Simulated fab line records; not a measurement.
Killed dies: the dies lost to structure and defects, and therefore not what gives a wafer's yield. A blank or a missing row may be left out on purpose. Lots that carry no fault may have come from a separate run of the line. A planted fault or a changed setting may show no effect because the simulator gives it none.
Which tool did it? / flow nand harc / 12 lots with 36 wafers sampled at 5 steps, on a route of 1159 steps

== WHAT THE GAUGES READ, wafer by wafer ==
NHARC_END_SORT_01. Usual: killed at array 28, standard deviation 9.1; killed at other 0.6, standard deviation 0.87; killed at periphery 3.4, standard deviation 2.7; killed dies 32, standard deviation 9; killed open 3.2, standard deviation 1.9; killed short 2.0, standard deviation 1.3.
lot=L798; measured=day 19 09:19; on=prober-01; killed at array=13 20 17; killed at other=2 1 1; killed at periphery=3 5 6; killed dies=18 26 24; killed open=3 8 6; killed short=3 3 1; flag=
lot=L797; measured=day 19 20:50; on=prober-02; killed at array=28 20 34; killed at other=0 0 0; killed at periphery=1 1 4; killed dies=29 21 38; killed open=2 3 3; killed short=1 3 0; flag=
lot=L801; measured=day 20 12:23; on=prober-02; killed at array=28 22 33; killed at other=1 2 0; killed at periphery=1 2 6; killed dies=30 26 39; killed open=4 2 4; killed short=1 1 2; flag=
lot=L804; measured=day 21 07:46; on=prober-02; killed at array=19 20 23; killed at other=1 0 0; killed at periphery=10 3 2; killed dies=30 23 25; killed open=4 3 4; killed short=1 2 2; flag=
lot=L807; measured=day 23 06:07; on=prober-02; killed at array=21 28 26; killed at other=1 0 0; killed at periphery=0 4 3; killed dies=22 32 29; killed open=0 1 1; killed short=3 2 4; flag=
lot=L806; measured=day 22 00:27; on=prober-02; killed at array=28 24 24; killed at other=0 1 1; killed at periphery=1 2 4; killed dies=29 27 29; killed open=2 1 4; killed short=1 2 5; flag=
lot=L811; measured=day 22 13:37; on=prober-02; killed at array=28 29 26; killed at other=1 0 0; killed at periphery=1 5 5; killed dies=30 34 31; killed open=2 3 5; killed short=1 2 2; flag=
lot=L812; measured=day 24 05:35; on=prober-02; killed at array=22 18 14; killed at other=1 2 3; killed at periphery=7 9 10; killed dies=30 29 27; killed open=3 1 2; killed short=3 3 2; flag=
lot=L814; measured=day 25 11:58; on=prober-02; killed at array=33 29 20; killed at other=1 0 0; killed at periphery=4 5 4; killed dies=38 34 24; killed open=5 2 2; killed short=4 3 4; flag=
lot=L817; measured=day 25 21:22; on=prober-02; killed at array=25 24 25; killed at other=1 0 0; killed at periphery=3 2 2; killed dies=29 26 27; killed open=3 1 1; killed short=1 3 1; flag=
lot=L818; measured=day 25 19:16; on=prober-01; killed at array=16 18 15; killed at other=1 2 0; killed at periphery=2 1 4; killed dies=19 21 19; killed open=2 5 3; killed short=2 2 3; flag=
lot=L819; measured=day 26 03:01; on=prober-01; killed at array=38 28 40; killed at other=1 1 3; killed at periphery=1 1 1; killed dies=40 30 44; killed open=4 2 0; killed short=2 2 4; flag=

== TOOL THAT RAN EACH LOT (tool first, then ch and the chambers of the sampled wafers, then the start) ==
lot=L798; NHARC_A_SLIT_ETCH_29=rie diel-11 ch 1,2,3, day 14 18:15; NHARC_A_WL_FILL_CVD_03=cvd w-02 ch 0,1, day 15 09:11; NHARC_A_WL_FILL_ETCHBACK_17=rie metal-03 ch 0,1, day 15 22:40; NHARC_A_WL_FILL_ALD_19=ald metal-03 ch 0,1, day 16 04:04
lot=L797; NHARC_A_SLIT_ETCH_29=rie diel-11 ch 2,3, day 15 02:05; NHARC_A_WL_FILL_CVD_03=cvd w-01 ch 0,1, day 15 16:56; NHARC_A_WL_FILL_ETCHBACK_17=rie metal-03 ch 0,1, day 16 03:50; NHARC_A_WL_FILL_ALD_19=ald metal-03 ch 0,1, day 16 09:13
lot=L801; NHARC_A_SLIT_ETCH_29=rie diel-03 ch 2,3, day 15 03:46; NHARC_A_WL_FILL_CVD_03=cvd w-02 ch 0,1, day 15 14:50; NHARC_A_WL_FILL_ETCHBACK_17=rie metal-01 ch 0,1, day 16 03:54; NHARC_A_WL_FILL_ALD_19=ald metal-04 ch 1,2,3, day 16 09:11
lot=L804; NHARC_A_SLIT_ETCH_29=rie diel-12 ch 0,2,3, day 16 14:33; NHARC_A_WL_FILL_CVD_03=cvd w-01 ch 0,1, day 17 00:26; NHARC_A_WL_FILL_ETCHBACK_17=rie metal-03 ch 0,1, day 17 13:57; NHARC_A_WL_FILL_ALD_19=ald metal-04 ch 1,2, day 17 19:37
lot=L807; NHARC_A_SLIT_ETCH_29=rie diel-11 ch 0,1, day 17 01:43; NHARC_A_WL_FILL_CVD_03=cvd w-02 ch 0,1, day 17 14:01; NHARC_A_WL_FILL_ETCHBACK_17=rie metal-03 ch 1, day 18 06:14; NHARC_A_WL_FILL_ALD_19=ald metal-03 ch 0,1, day 18 11:48
lot=L806; NHARC_A_SLIT_ETCH_29=rie diel-11 ch 2,3, day 17 02:59; NHARC_A_WL_FILL_CVD_03=cvd w-01 ch 0,1, day 17 14:26; NHARC_A_WL_FILL_ETCHBACK_17=rie metal-03 ch 0,1, day 18 03:05; NHARC_A_WL_FILL_ALD_19=ald metal-02 ch 1,2,3, day 18 08:26
lot=L811; NHARC_A_SLIT_ETCH_29=rie diel-11 ch 0,3, day 17 06:25; NHARC_A_WL_FILL_CVD_03=cvd w-01 ch 0,1, day 17 19:11; NHARC_A_WL_FILL_ETCHBACK_17=rie metal-03 ch 0,1, day 18 10:10; NHARC_A_WL_FILL_ALD_19=ald metal-02 ch 0,3, day 18 15:29
lot=L812; NHARC_A_SLIT_ETCH_29=rie diel-11 ch 0,2,3, day 18 02:35; NHARC_A_WL_FILL_CVD_03=cvd w-01 ch 0,1, day 18 16:09; NHARC_A_WL_FILL_ETCHBACK_17=rie metal-02 ch 0,1, day 19 08:22; NHARC_A_WL_FILL_ALD_19=ald metal-03 ch 0,3, day 19 13:46
lot=L814; NHARC_A_SLIT_ETCH_29=rie diel-11 ch 1,2, day 18 20:05; NHARC_A_WL_FILL_CVD_03=cvd w-02 ch 0,1, day 19 07:16; NHARC_A_WL_FILL_ETCHBACK_17=rie metal-02 ch 0,1, day 19 22:53; NHARC_A_WL_FILL_ALD_19=ald metal-02 ch 0,2,3, day 20 04:35
lot=L817; NHARC_A_SLIT_ETCH_29=rie diel-12 ch 0,1,3, day 19 15:11; NHARC_A_WL_FILL_CVD_03=cvd w-02 ch 0,1, day 20 04:54; NHARC_A_WL_FILL_ETCHBACK_17=rie metal-02 ch 0,1, day 20 19:46; NHARC_A_WL_FILL_ALD_19=ald metal-03 ch 0,1, day 21 01:28
lot=L818; NHARC_A_SLIT_ETCH_29=rie diel-11 ch 0,2,3, day 19 18:06; NHARC_A_WL_FILL_CVD_03=cvd w-02 ch 0,1, day 20 07:32; NHARC_A_WL_FILL_ETCHBACK_17=rie metal-01 ch 0,1, day 20 19:45; NHARC_A_WL_FILL_ALD_19=ald metal-02 ch 0,2,3, day 21 01:28
lot=L819; NHARC_A_SLIT_ETCH_29=rie diel-11 ch 0,2,3, day 19 23:50; NHARC_A_WL_FILL_CVD_03=cvd w-02 ch 0,1, day 20 12:13; NHARC_A_WL_FILL_ETCHBACK_17=rie metal-01 ch 0,1, day 21 02:02; NHARC_A_WL_FILL_ALD_19=ald metal-04 ch 0,1,3, day 21 07:43
- NHARC_A_SLIT_ETCH_29: etches the open film in CF4/O2, target depth 100 nm, overetch 10 nm, time 55 s.
- NHARC_A_WL_FILL_CVD_03: deposits W, target thk 40 nm, time 3302 s.
- NHARC_A_WL_FILL_ETCHBACK_17: etches the open film in Cl2/BCl3, target depth 4 nm, time 26.7 s.
- NHARC_A_WL_FILL_ALD_19: deposits TiN, target thk 2 nm, pulse time 3 s, ald cycles 100.

== WHAT THE TOOLS THEMSELVES READ (means of the sampled wafers that have a number; where no wafer has one, the mark that the record gives instead) ==
NHARC_A_SLIT_ETCH_29. Usual: drypump motor current A 5.6 A, standard deviation 0.42; oes_f_703_au 1.000 a.u., standard deviation 0.0044; oes product au 1.000 a.u., standard deviation 0.0089; rf vpp V 197.4 V, standard deviation 1.3; showerhead plenum p Torr 1.31 Torr, standard deviation 0.052; throttle valve pct 13.397 %, standard deviation 0.0095.
lot=L798; tool=rie diel-11; drypump motor current A (A)=5.3; oes_f_703_au (a.u.)=0.995; oes product au (a.u.)=1.003; rf vpp V (V)=197.6; showerhead plenum p Torr (Torr)=1.33; throttle valve pct (%)=13.399; flag=
lot=L797; tool=rie diel-11; drypump motor current A (A)=5.2; oes_f_703_au (a.u.)=0.999; oes product au (a.u.)=1.014; rf vpp V (V)=197.7; showerhead plenum p Torr (Torr)=1.33; throttle valve pct (%)=13.404; flag=
lot=L801; tool=rie diel-03; drypump motor current A (A)=5.5; oes_f_703_au (a.u.)=1.002; oes product au (a.u.)=1.000; rf vpp V (V)=199.6; showerhead plenum p Torr (Torr)=1.40; throttle valve pct (%)=13.403; flag=
lot=L804; tool=rie diel-12; drypump motor current A (A)=6.2; oes_f_703_au (a.u.)=0.998; oes product au (a.u.)=0.995; rf vpp V (V)=197.1; showerhead plenum p Torr (Torr)=1.29; throttle valve pct (%)=13.396; flag=
lot=L807; tool=rie diel-11; drypump motor current A (A)=5.4; oes_f_703_au (a.u.)=1.001; oes product au (a.u.)=0.995; rf vpp V (V)=198.1; showerhead plenum p Torr (Torr)=1.33; throttle valve pct (%)=13.398; flag=
lot=L806; tool=rie diel-11; drypump motor current A (A)=5.4; oes_f_703_au (a.u.)=0.997; oes product au (a.u.)=1.003; rf vpp V (V)=197.6; showerhead plenum p Torr (Torr)=1.31; throttle valve pct (%)=13.400; flag=
lot=L811; tool=rie diel-11; drypump motor current A (A)=5.6; oes_f_703_au (a.u.)=0.999; oes product au (a.u.)=1.004; rf vpp V (V)=196.6; showerhead plenum p Torr (Torr)=1.28; throttle valve pct (%)=13.401; flag=
lot=L812; tool=rie diel-11; drypump motor current A (A)=5.4; oes_f_703_au (a.u.)=1.002; oes product au (a.u.)=1.004; rf vpp V (V)=196.8; showerhead plenum p Torr (Torr)=1.30; throttle valve pct (%)=13.393; flag=
lot=L814; tool=rie diel-11; drypump motor current A (A)=5.1; oes_f_703_au (a.u.)=1.000; oes product au (a.u.)=1.001; rf vpp V (V)=197.9; showerhead plenum p Torr (Torr)=1.35; throttle valve pct (%)=13.389; flag=
lot=L817; tool=rie diel-12; drypump motor current A (A)=6.1; oes_f_703_au (a.u.)=1.000; oes product au (a.u.)=1.000; rf vpp V (V)=197.7; showerhead plenum p Torr (Torr)=1.30; throttle valve pct (%)=13.392; flag=
lot=L818; tool=rie diel-11; drypump motor current A (A)=5.4; oes_f_703_au (a.u.)=0.996; oes product au (a.u.)=1.004; rf vpp V (V)=197.8; showerhead plenum p Torr (Torr)=1.30; throttle valve pct (%)=13.396; flag=
lot=L819; tool=rie diel-11; drypump motor current A (A)=5.4; oes_f_703_au (a.u.)=0.996; oes product au (a.u.)=1.001; rf vpp V (V)=197.4; showerhead plenum p Torr (Torr)=1.30; throttle valve pct (%)=13.400; flag=

NHARC_A_WL_FILL_CVD_03. Usual: heater power w 482 W, standard deviation 60; mfc wf6 sccm 40.02 sccm, standard deviation 0.13; throttle valve pct 7.75 %, standard deviation 0.26.
lot=L798; tool=cvd w-02; heater power w (W)=435; mfc wf6 sccm (sccm)=39.90; throttle valve pct (%)=7.64; flag=
lot=L797; tool=cvd w-01; heater power w (W)=522; mfc wf6 sccm (sccm)=40.04; throttle valve pct (%)=7.61; flag=
lot=L801; tool=cvd w-02; heater power w (W)=419; mfc wf6 sccm (sccm)=40.01; throttle valve pct (%)=7.88; flag=
lot=L804; tool=cvd w-01; heater power w (W)=542; mfc wf6 sccm (sccm)=40.08; throttle valve pct (%)=7.77; flag=
lot=L807; tool=cvd w-02; heater power w (W)=415; mfc wf6 sccm (sccm)=39.90; throttle valve pct (%)=7.57; flag=
lot=L806; tool=cvd w-01; heater power w (W)=519; mfc wf6 sccm (sccm)=40.15; throttle valve pct (%)=7.76; flag=
lot=L811; tool=cvd w-01; heater power w (W)=524; mfc wf6 sccm (sccm)=40.02; throttle valve pct (%)=7.73; flag=
lot=L812; tool=cvd w-01; heater power w (W)=512; mfc wf6 sccm (sccm)=39.92; throttle valve pct (%)=7.90; flag=
lot=L814; tool=cvd w-02; heater power w (W)=438; mfc wf6 sccm (sccm)=40.00; throttle valve pct (%)=7.92; flag=
lot=L817; tool=cvd w-02; heater power w (W)=416; mfc wf6 sccm (sccm)=40.05; throttle valve pct (%)=7.77; flag=
lot=L818; tool=cvd w-02; heater power w (W)=430; mfc wf6 sccm (sccm)=40.00; throttle valve pct (%)=7.94; flag=
lot=L819; tool=cvd w-02; heater power w (W)=427; mfc wf6 sccm (sccm)=40.14; throttle valve pct (%)=7.51; flag=

NHARC_A_WL_FILL_ETCHBACK_17. Usual: drypump motor current A 5.8 A, standard deviation 0.41; oes product au 1.000 a.u., standard deviation 0.01; run length s 47.9 s, standard deviation 0.48.
lot=L798; tool=rie metal-03; drypump motor current A (A)=6.3; oes product au (a.u.)=1.006; run length s (s)=47.8; flag=
lot=L797; tool=rie metal-03; drypump motor current A (A)=6.2; oes product au (a.u.)=1.000; run length s (s)=47.7; flag=
lot=L801; tool=rie metal-01; drypump motor current A (A)=5.7; oes product au (a.u.)=0.994; run length s (s)=47.8; flag=
lot=L804; tool=rie metal-03; drypump motor current A (A)=6.3; oes product au (a.u.)=0.998; run length s (s)=47.9; flag=
lot=L807; tool=rie metal-03; drypump motor current A (A)=6.0; oes product au (a.u.)=1.005; run length s (s)=40.0; flag=OFF
lot=L806; tool=rie metal-03; drypump motor current A (A)=6.2; oes product au (a.u.)=1.001; run length s (s)=47.9; flag=
lot=L811; tool=rie metal-03; drypump motor current A (A)=6.2; oes product au (a.u.)=1.010; run length s (s)=42.4; flag=OFF
lot=L812; tool=rie metal-02; drypump motor current A (A)=5.2; oes product au (a.u.)=1.008; run length s (s)=48.4; flag=
lot=L814; tool=rie metal-02; drypump motor current A (A)=5.4; oes product au (a.u.)=0.993; run length s (s)=47.8; flag=
lot=L817; tool=rie metal-02; drypump motor current A (A)=5.4; oes product au (a.u.)=0.999; run length s (s)=48.0; flag=
lot=L818; tool=rie metal-01; drypump motor current A (A)=5.7; oes product au (a.u.)=0.995; run length s (s)=47.8; flag=
lot=L819; tool=rie metal-01; drypump motor current A (A)=5.7; oes product au (a.u.)=1.004; run length s (s)=47.6; flag=

NHARC_A_WL_FILL_ALD_19. Usual: heater power w 1092 W, standard deviation 110; precursor pulse height rel 1.000, standard deviation 0.02.
lot=L798; tool=ald metal-03; heater power w (W)=1192; precursor pulse height rel=1.004; flag=
lot=L797; tool=ald metal-03; heater power w (W)=1142; precursor pulse height rel=0.991; flag=
lot=L801; tool=ald metal-04; heater power w (W)=1120; precursor pulse height rel=1.001; flag=
lot=L804; tool=ald metal-04; heater power w (W)=1158; precursor pulse height rel=0.994; flag=
lot=L807; tool=ald metal-03; heater power w (W)=1200; precursor pulse height rel=1.009; flag=
lot=L806; tool=ald metal-02; heater power w (W)=1071; precursor pulse height rel=1.009; flag=
lot=L811; tool=ald metal-02; heater power w (W)=1041; precursor pulse height rel=1.001; flag=
lot=L812; tool=ald metal-03; heater power w (W)=1223; precursor pulse height rel=1.032; flag=
lot=L814; tool=ald metal-02; heater power w (W)=1054; precursor pulse height rel=0.995; flag=
lot=L817; tool=ald metal-03; heater power w (W)=1214; precursor pulse height rel=1.003; flag=
lot=L818; tool=ald metal-02; heater power w (W)=1059; precursor pulse height rel=1.003; flag=
lot=L819; tool=ald metal-04; heater power w (W)=1023; precursor pulse height rel=1.009; flag=

== THE ANSWER, worked out from the rows above alone ==
Rule: a lot is off if the mean of its wafers that have a number lies more than 3 standard deviations from the usual mean. Also off: a lot with no number at a reading for which 4 or more lots have one. Any other lot the step has rows for is counted as sound. After the gauges, taken in route order, come the tools' own readings; for these a lot's mean is taken, as printed above. The first step at which some lot is off is used, and at that step the reading that is off furthest; a lot without a number counts as furthest.
Off: L807, L811 (NHARC_A_WL_FILL_ETCHBACK_17, run length s).
If a tool, at that step or one of the process steps before it, ran each lot that is off and ran no sound lot following the first of them, it fits. One fits: rie metal-03 at NHARC_A_WL_FILL_ETCHBACK_17. A fault onset in the window from L806 (day 18 03:05, its last sound lot) to L807 (day 18 06:14, its first lot off) fits.
The tool's own readings at NHARC_A_WL_FILL_ETCHBACK_17 bear it out: on the lots that are off they differ by more than 5 times the standard deviation of the sound lots' means. run length s reads 41.2 s there against 47.9 s on the sound lots.

== WHAT THE SIMULATOR HAD INSERTED ==
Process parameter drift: rie metal-03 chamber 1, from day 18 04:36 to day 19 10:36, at NHARC_A_WL_FILL_ETCHBACK_17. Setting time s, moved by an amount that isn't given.
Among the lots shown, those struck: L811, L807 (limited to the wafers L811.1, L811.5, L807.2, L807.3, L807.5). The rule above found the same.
